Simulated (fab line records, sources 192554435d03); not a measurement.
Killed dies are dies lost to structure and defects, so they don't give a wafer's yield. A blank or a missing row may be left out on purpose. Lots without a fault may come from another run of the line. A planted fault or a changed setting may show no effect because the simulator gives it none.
A struck lot beside a sound one | flow n5_finfet | 30 steps out of a route of 1938
Sound: wafers L418.1, L418.2, L418.5. Struck: wafers L424.2, L424.3, L424.6. The cause comes at the end.
At each step with rows: each side's tool, then ch and its chambers, then its first start. Under that, the readings that differ: sound wafers | struck wafers | difference of the means | sigmas: that difference in standard deviations of wafers without a fault.
alike: readings whose means differ by less than 2 such deviations, and words and numbers that are the same on both sides. not compared: withheld readings, readings that some wafer has no value for, bounds like >300 that may hide the same value, and numbers for which the record gives no deviation and whose values overlap.
The two part at a step that has a row with sigmas, a row that says differs or no value, or rows on one side only. Numbers that don't overlap but have no deviation are shown without sigmas and don't part them. A reading that every wafer of one side lacks parts them only if that side has two wafers or more.

first, 9 steps without rows for these wafers: N5_GATE_CUT_VAPOR_ETCH_49 (etches TiAlC in BCl3/Cl2); N5_GATE_CUT_VAPOR_ETCH_51 (etches HfO2 in BCl3/Cl2); N5_GATE_CUT_STRIP_21 (strips in N2/H2, time 30 s); N5_GATE_CUT_STRIP_29 (strips in post etch residue remover, time 60 s); N5_GATE_CUT_SRD_52 (time 30 s); N5_GATE_CUT_ALD_22 (deposits SiNx, target thk 16 nm, pulse time 1 s, ald cycles 320); N5_GATE_CUT_CMP_23 (polishes, stops on SiO2, t overpolish 23.4 s, target thk 16 nm); N5_GATE_CUT_CMP_43 (polishes SiO2); N5_GATE_CUT_CMP_61 (polishes, stops on SiNx, t overpolish 3 s).
N5_MOL_CONTACT_COAG_COAT_103: time 60 s, resist thk 80 nm.
  sound on litho_track-02 ch 0, day 7 16:32; struck on litho_track-02 ch 0, day 8 23:28
  reading                                            | sound                | struck               | difference | sigmas
  spin_speed_rpm (rpm)                               | 1499.6 1499.0 1499.3 | 1660.7 1661.1 1660.1 | +161.3     | +99 or more
  model.SOC_of_MOL_CONTACT_COAG_COAT_103.thk_nm (nm) | 80.2 80 80.2         | 76.2 76.2 76.2       | -3.9       |
then, 11 steps without rows for these wafers: N5_MOL_CONTACT_COAG_COAT_104 (time 60 s, resist thk 12 nm); N5_MOL_CONTACT_COAG_COAT_58 (time 60 s, resist thk 10 nm); N5_MOL_CONTACT_COAG_COAT_02 (resist thk 30 nm); N5_MOL_CONTACT_COAG_EBR_04; N5_MOL_CONTACT_COAG_SOFTBAKE_03 (time 60 s); N5_MOL_CONTACT_COAG_EXPOSE_05 (exposes mask CA, defocus 0 nm); N5_MOL_CONTACT_COAG_PEB_06 (peb time 60 s); N5_MOL_CONTACT_COAG_DEVELOP_07 (develop time 30 s); N5_MOL_CONTACT_COAG_DESCUM_13 (chemistry O2, time 7 s); N5_MOL_CONTACT_COAG_ETCH_59 (etches underlayer in N2/H2, target depth 13 nm, time 10.4 s); N5_MOL_CONTACT_COAG_ETCH_105 (etches SiARC in CF4, target depth 15.6 nm, time 26 s).
N5_MOL_CONTACT_COAG_ETCH_106: etches SOC in N2/H2, target depth 80 nm, overetch 16 nm, time 120 s.
  sound on rie_diel-01 ch 1,2, day 7 17:02; struck on rie_diel-02 ch 1,2,3, day 8 23:58
  reading                  | sound            | struck           | difference | sigmas
  model.etch.depth_nm (nm) | 80.17 80.08 80.2 | 76.3 76.14 76.27 | -3.9       |
  alike: bias_w, chamber_pressure_mTorr, drypump_motor_current_A, h2_flow_sccm, n2_flow_sccm, oes_product_au, rf_fwd_power_W, rf_vpp_V, showerhead_plenum_p_Torr, throttle_valve_pct
  not compared: rf_hours_counter_h
then, 5 steps without rows for these wafers: N5_MOL_CONTACT_COAG_STRIP_107 (strips in N2/H2); N5_MOL_CONTACT_COAG_STRIP_108 (strips in N2/H2); N5_MOL_CONTACT_COAG_CONTACT_ETCH_14 (etches SiO2 in C4F6/O2, target depth 27.5 nm, overetch 8.5 nm, time 20 s); N5_MOL_CONTACT_COAG_STRIP_109 (strips in C4F6/O2); N5_MOL_CONTACT_COAG_ETCH_15 (etches SiNx in CH3F/O2, stops on Si:P, target depth 7 nm).
N5_MOL_CONTACT_COAG_ETCH_110: etches Si in CF4/O2, target depth 2.5 nm, time 8 s.
  sound on rie_diel-01 ch 1,2, day 7 17:14; struck on rie_diel-02 ch 1,2,3, day 9 00:10
  reading                                            | sound             | struck            | difference | sigmas
  rf_vpp_V (V)                                       | 124.2 123.9 124.1 | 126.2 126.6 129.7 | +3.4       | +2
  model.SOC_of_MOL_CONTACT_COAG_COAT_103.thk_nm (nm) | 73.8 73.8 73.8    | 70 69.8 70        | -4         |
  alike: bias_w, chamber_pressure_mTorr, drypump_motor_current_A, oes_product_au, rf_fwd_power_W, showerhead_plenum_p_Torr, throttle_valve_pct
  not compared: rf_hours_counter_h
then, 1 step without rows for these wafers: N5_MOL_CONTACT_COAG_STRIP_98 (strips in N2/H2).
-- the record jumps here: 3 days lie between the struck wafers' starts before and after (it left off in module MOL_CONTACT_COAG and takes up again in module BEOL_M4, whose first step shown is number 1111 of the route) --
N5_BEOL_M4_RC_MEAS_101:
  sound on prober-02 ch 0, day 10 16:24; struck on prober-01 ch 0, day 11 18:08
  reading        | sound             | struck            | difference | sigmas
  DIBL_N (mV/V)  | 39.6 38.9 38.9    | 36.4 36.6 35.4    | -3.0       | -2
  DIBL_P (mV/V)  | 39.9 38.7 38.0    | 35.9 36.5 34.3    | -3.3       | -2
  IOFF_N (nA/um) | 0.216 0.189 0.180 | 0.146 0.153 0.129 | -0.052     | -2
  ION_N (uA/um)  | 697 686 675       | 670 660 659       | -23        | -2
  ION_P (uA/um)  | 481 472 465       | 458 458 458       | -15        | -2
  alike: IOFF_P, SS_N, SS_P, VT_N, VT_P

WHERE THEY PART
First at N5_MOL_CONTACT_COAG_COAT_103; last, within this record, at N5_BEOL_M4_RC_MEAS_101.

WHY: what the simulator had put in
Process parameter drift: litho_track-02, from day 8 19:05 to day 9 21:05, at N5_MOL_CONTACT_COAG_COAT_103. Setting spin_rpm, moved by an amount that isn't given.
